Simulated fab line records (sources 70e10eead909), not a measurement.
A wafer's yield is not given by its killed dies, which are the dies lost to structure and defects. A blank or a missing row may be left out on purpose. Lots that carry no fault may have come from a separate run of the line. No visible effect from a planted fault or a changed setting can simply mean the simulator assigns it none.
Which of the tools did it?    flow nand_harc    11 lots with 33 wafers sampled at 6 steps, on a route of 1302 steps

== WHAT EACH GAUGE READ, for each wafer ==
NHARC_P_ZERO_WELL_CD_MEAS_11: target cd 500 nm. Usual: cd_nm reads 500.8 nm (standard deviation 2.5).
lot   measured      on         cd_nm (nm)         flag
L746  day 2 07:07   cd_sem-03  498.5 500.4 499.5  
L749  day 3 13:16   cd_sem-01  501.2 498.8 500.1  
L750  day 3 23:08   cd_sem-02  500.5 500.5 497.4  
L751  day 4 09:07   cd_sem-01  498.8 501.1 499.0  
L756  day 6 11:07   cd_sem-02  499.7 498.7 497.5  
L759  day 7 17:07   cd_sem-02  500.7 502.2 497.3  
L760  day 8 03:14   cd_sem-02  499.5 503.3 501.5  
L762  day 8 23:07   cd_sem-01  500.1 496.4 497.8  
L765  day 10 05:16  cd_sem-01  500.3 500.6 502.8  
L766  day 10 15:16  cd_sem-02  503.2 501.9 502.6  
L767  day 11 01:15  cd_sem-01  498.2 498.2 500.8  

NHARC_P_ZERO_WELL_CD_MEAS_52: target cd 2000 nm. Usual: cd_nm reads 1999.7 nm (standard deviation 2.3).
lot   measured      on         cd_nm (nm)            flag
L746  day 2 11:35   cd_sem-03  1996.0 2000.1 1997.2  
L749  day 3 17:40   cd_sem-01  1999.5 2000.0 1999.6  
L750  day 4 03:26   cd_sem-02  1983.1 1980.5 1983.3  OFF
L751  day 4 13:49   cd_sem-02  2000.8 1994.0 1999.6  
L756  day 6 15:36   cd_sem-03  2000.5 1996.7 2000.0  
L759  day 7 21:45   cd_sem-03  2002.1 2004.5 2003.2  
L760  day 8 07:59   cd_sem-01  2003.2 2000.2 2000.4  
L762  day 9 03:44   cd_sem-01  2001.2 1999.9 2002.4  
L765  day 10 10:25  cd_sem-02  1997.4 1998.2 1999.2  
L766  day 10 19:48  cd_sem-02  1999.5 1998.4 2000.4  
L767  day 11 05:44  cd_sem-02  1998.3 1997.5 2000.4  

NHARC_END_SORT_01. Usual: killed_at_array 45, standard deviation 18; killed_at_other 0.9, standard deviation 1.3; killed_at_periphery 3.7, standard deviation 2.2; killed_dies 50, standard deviation 18; killed_open 3.2, standard deviation 1.9; killed_short 2.4, standard deviation 1.6.
lot   measured      on         killed_at_array  killed_at_other  killed_at_periphery  killed_dies  killed_open  killed_short  flag
L746  day 24 09:58  prober-01  35 38 31         0 0 0            3 4 3                38 42 34     3 1 1        7 0 2         
L759  day 29 22:19  prober-01  54 30 65         1 0 0            3 5 5                58 35 70     0 2 2        3 0 4         
L760  day 30 05:20  prober-01  57 67 52         2 1 0            5 1 2                64 69 54     3 4 5        2 3 3         
L762  day 32 01:02  prober-02  52 43 24         0 0 1            7 4 4                59 47 29     3 4 0        4 2 2         
L766  day 33 13:41  prober-02  13 10 20         1 1 2            7 2 4                21 13 26     4 1 4        3 4 2         

== TOOL THAT RAN EACH LOT (tool first, then ch and the chambers of the sampled wafers, then the start) ==
lot   NHARC_P_ZERO_WELL_DESCUM_26        NHARC_P_ZERO_WELL_EXPOSE_49        NHARC_P_STI_DESCUM_14
L746  rie_diel-13 ch 0,1,3, day 2 08:37  krf_scanner-04 ch 0, day 2 11:26   rie_diel-03 ch 0,1,2, day 3 06:51
L749  rie_diel-06 ch 0,2,3, day 3 14:40  krf_scanner-03 ch 0, day 3 17:31   rie_diel-01 ch 0,1,2, day 4 13:20
L750  rie_diel-09 ch 0,1, day 4 00:34    krf_scanner-03 ch 0, day 4 03:16   rie_diel-07 ch 0,2,3, day 4 21:11
L751  rie_diel-09 ch 0,2,3, day 4 10:47  krf_scanner-03 ch 0, day 4 13:40   rie_diel-01 ch 1,2,3, day 5 08:28
L756  rie_diel-09 ch 0,1,3, day 6 12:31  krf_scanner-03 ch 0, day 6 15:26   rie_diel-03 ch 0,1,2, day 7 11:14
L759  rie_diel-13 ch 0,1,3, day 7 18:38  krf_scanner-03 ch 0, day 7 21:36   rie_diel-03 ch 0,2,3, day 8 17:32
L760  rie_diel-09 ch 0,1,2, day 8 05:07  krf_scanner-03 ch 0, day 8 07:50   rie_diel-01 ch 0,1,3, day 9 00:53
L762  rie_diel-06 ch 0,3, day 9 00:37    krf_scanner-03 ch 0, day 9 03:35   rie_diel-01 ch 1,2, day 9 21:25
L765  rie_diel-06 ch 0,2, day 10 07:07   krf_scanner-04 ch 0, day 10 10:16  rie_diel-03 ch 0,2,3, day 11 04:21
L766  rie_diel-09 ch 0,3, day 10 16:41   krf_scanner-03 ch 0, day 10 19:38  rie_diel-03 ch 0,1,2, day 11 13:29
L767  rie_diel-06 ch 2,3, day 11 02:38   krf_scanner-04 ch 0, day 11 05:35  rie_diel-03 ch 2,3, day 12 00:09
- NHARC_P_ZERO_WELL_DESCUM_26: chemistry O2, time 3 s.
- NHARC_P_ZERO_WELL_EXPOSE_49: exposes mask P HVPW, target cd 2000 nm.
- NHARC_P_STI_DESCUM_14: chemistry O2, time 3 s.

== AS READ BY THE TOOLS THEMSELVES (means over the sampled wafers that have a number; for cases with no such wafer, the mark the record gives instead) ==
NHARC_P_ZERO_WELL_DESCUM_26. Usual: drypump_motor_current_A 5.6 A, standard deviation 0.47; mfc_ar_sccm 0.008 sccm, standard deviation 0.01; oes_product_au 0.998 a.u., standard deviation 0.013; rf_vpp_V 57.6 V, standard deviation 0.91; showerhead_plenum_p_Torr 1.88 Torr, standard deviation 0.089; throttle_valve_pct 11.312 %, standard deviation 0.0087.
lot   tool         drypump_motor_current_A (A)  mfc_ar_sccm (sccm)  oes_product_au (a.u.)  rf_vpp_V (V)  showerhead_plenum_p_Torr (Torr)  throttle_valve_pct (%)  flag
L746  rie_diel-13  6.1                          0.002               0.992                  57.9          1.94                             11.312                  
L749  rie_diel-06  5.4                          0.000               0.988                  57.1          1.87                             11.308                  
L750  rie_diel-09  5.8                          0.017               0.998                  57.8          1.83                             11.316                  
L751  rie_diel-09  5.3                          0.020               1.002                  57.0          1.83                             11.316                  
L756  rie_diel-09  5.7                          0.018               1.001                  57.4          1.87                             11.317                  
L759  rie_diel-13  6.1                          0.002               0.987                  57.7          1.93                             11.312                  
L760  rie_diel-09  5.6                          0.011               1.001                  56.7          1.93                             11.307                  
L762  rie_diel-06  5.6                          0.000               0.998                  56.7          1.85                             11.314                  
L765  rie_diel-06  5.7                          0.000               1.007                  58.8          1.87                             11.317                  
L766  rie_diel-09  5.4                          0.027               0.996                  57.9          1.96                             11.311                  
L767  rie_diel-06  5.0                          0.000               0.992                  57.5          1.83                             11.313                  

NHARC_P_ZERO_WELL_EXPOSE_49. Usual: focus_offset_nm reads -0.1 nm (standard deviation 0.52).
lot   tool            focus_offset_nm (nm)  flag
L746  krf_scanner-04  0.4                   
L749  krf_scanner-03  0.0                   
L750  krf_scanner-03  0.5                   
L751  krf_scanner-03  -0.1                  
L756  krf_scanner-03  -0.2                  
L759  krf_scanner-03  0.0                   
L760  krf_scanner-03  -0.7                  
L762  krf_scanner-03  -0.5                  
L765  krf_scanner-04  -0.3                  
L766  krf_scanner-03  0.2                   
L767  krf_scanner-04  0.0                   

NHARC_P_STI_DESCUM_14. Usual: drypump_motor_current_A 5.7 A, standard deviation 0.33; mfc_ar_sccm 0.003 sccm, standard deviation 0.0047; oes_product_au 1.002 a.u., standard deviation 0.012; rf_vpp_V 57.8 V, standard deviation 0.78; showerhead_plenum_p_Torr 1.91 Torr, standard deviation 0.09; throttle_valve_pct 11.312 %, standard deviation 0.009.
lot   tool         drypump_motor_current_A (A)  mfc_ar_sccm (sccm)  oes_product_au (a.u.)  rf_vpp_V (V)  showerhead_plenum_p_Torr (Torr)  throttle_valve_pct (%)  flag
L746  rie_diel-03  5.6                          0.005               1.005                  58.0          1.94                             11.303                  
L749  rie_diel-01  5.6                          0.004               1.006                  57.3          1.95                             11.317                  
L750  rie_diel-07  5.8                          0.003               0.983                  57.2          1.86                             11.310                  
L751  rie_diel-01  5.8                          0.004               1.013                  57.8          1.92                             11.298                  
L756  rie_diel-03  5.7                          0.005               1.007                  58.0          1.94                             11.300                  
L759  rie_diel-03  5.8                          0.007               1.005                  58.2          2.00                             11.318                  
L760  rie_diel-01  5.6                          0.000               0.999                  58.0          1.91                             11.322                  
L762  rie_diel-01  5.8                          0.004               0.988                  58.4          2.00                             11.309                  
L765  rie_diel-03  5.8                          0.007               1.003                  58.0          2.00                             11.315                  
L766  rie_diel-03  5.6                          0.005               0.999                  58.4          1.94                             11.317                  
L767  rie_diel-03  6.1                          0.001               1.005                  58.1          1.97                             11.310                  

== THE ANSWER, worked out from the rows above alone ==
Rule: lot off if the mean of its wafers having a number is beyond 3 standard deviations from the usual mean. Also off: a lot with no number at a reading for which 4 or more lots have one. Any other lot the step has rows for is counted as sound. After the gauges, taken in route order, come the tools' own readings; for these a lot's mean is taken, as printed above. At the first step where some lot is off, the reading lying furthest off is the one used; lots without a number count as furthest.
Off at NHARC_P_ZERO_WELL_CD_MEAS_52 (cd_nm): L750.
A tool fits if, at a process step before that reading, it ran every lot that is off, and no sound lot after the first of them. Those tools and the gauges at NHARC_P_ZERO_WELL_CD_MEAS_52 are tried in the same way. Not one of the candidates tried fits.

== WHAT THE SIMULATOR HAD PUT IN ==
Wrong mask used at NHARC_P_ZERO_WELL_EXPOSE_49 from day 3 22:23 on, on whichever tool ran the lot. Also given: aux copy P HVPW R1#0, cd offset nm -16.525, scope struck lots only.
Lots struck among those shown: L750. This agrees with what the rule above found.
